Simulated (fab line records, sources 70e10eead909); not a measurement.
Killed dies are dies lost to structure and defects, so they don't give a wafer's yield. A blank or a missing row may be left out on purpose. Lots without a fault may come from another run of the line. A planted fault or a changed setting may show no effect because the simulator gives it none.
Which tool did it? | flow nand_harc | 11 lots, 33 wafers sampled, at 3 steps of a route of 1302

WHAT THE GAUGES READ, wafer by wafer
NHARC_A_BLC_OVL_MEAS_11.
lot  | measured     | on         | overlay_x_nm (nm)
L075 | day 24 14:09 | overlay-01 | -0.5 -0.4 -0.2
L079 | day 24 18:23 | overlay-01 | 0.4 0.7 0.4
L080 | day 25 07:57 | overlay-02 | 0.9 0.9 0.6
L081 | day 26 05:53 | overlay-01 | 0.4 0.5 0.5
L084 | day 27 02:28 | overlay-02 | 1.0 0.2 0.6
L086 | day 28 09:45 | overlay-02 | -1.2 -0.8 -0.7
L089 | day 28 22:48 | overlay-02 | -0.3 -1.3 -0.4
L090 | day 29 20:14 | overlay-01 | 0.0 -0.1 0.1
L091 | day 30 14:08 | overlay-02 | -0.4 -1.0 -0.8
L094 | day 30 18:38 | overlay-01 | 0.9 1.0 1.0
L096 | day 32 10:35 | overlay-02 | -0.4 -0.1 -0.7

WHICH TOOL RAN EACH LOT (tool, then ch and the chambers of the sampled wafers, then the start)
lot  | NHARC_A_CONTACT_ETCH_31                       | NHARC_A_CONTACT_ETCH_98
L075 | rie_diel-04 ch 1,2, day 24 14:09 or earlier   | rie_diel-13 ch 0,3, day 24 14:09 or earlier
L079 | rie_diel-13 ch 2,3, day 24 15:15 or earlier   | rie_diel-08 ch 0,1, day 24 15:15
L080 | rie_diel-04 ch 0,3, day 25 07:57 or earlier   | rie_diel-13 ch 0,2,3, day 25 07:57 or earlier
L081 | rie_diel-13 ch 0,1,3, day 26 02:37 or earlier | rie_diel-08 ch 0,1,3, day 26 02:37
L084 | rie_diel-08 ch 1,2,3, day 26 23:21 or earlier | rie_diel-13 ch 0,2,3, day 26 23:21
L086 | rie_diel-13 ch 0,1, day 28 09:45 or earlier   | rie_diel-13 ch 1,2, day 28 09:45 or earlier
L089 | rie_diel-13 ch 0,2,3, day 28 22:48 or earlier | rie_diel-13 ch 1,2,3, day 28 22:48 or earlier
L090 | rie_diel-08 ch 1,2, day 29 20:14 or earlier   | rie_diel-04 ch 0,1,3, day 29 20:14 or earlier
L091 | rie_diel-08 ch 0,2,3, day 30 14:08 or earlier | rie_diel-13 ch 0,1,2, day 30 14:08 or earlier
L094 | rie_diel-13 ch 1,3, day 30 13:07              | rie_diel-13 ch 0,1,3, day 30 18:38 or earlier
L096 | rie_diel-13 ch 0,1,2, day 32 10:35 or earlier | rie_diel-13 ch 0,2,3, day 32 10:35 or earlier
- NHARC_A_CONTACT_ETCH_31: etches the open film in O2/COS, target depth 2800 nm, time 728 s.
- NHARC_A_CONTACT_ETCH_98: etches the open film in C4F6/O2, target depth 20 nm, time 10 s.

THE ANSWER, worked out from the rows above alone
Rule: what is usual is taken from the lots themselves. Put in order of their means at a reading, lots are off if they are a third of the lots or fewer, leave a main group of 4 or more, and stand apart from it by a gap of 3 or more times the standard deviation of the main group's means; of several such gaps the widest counts. A main group whose means are all the same, to the digits that the tables above print for the reading, isn't used. A lot without any number at a reading at which 4 lots or more have one is off too. The other lots that the step has rows for count as sound.
No lot is off at any reading shown: from this, nothing can be told.

WHAT THE SIMULATOR HAD PUT IN
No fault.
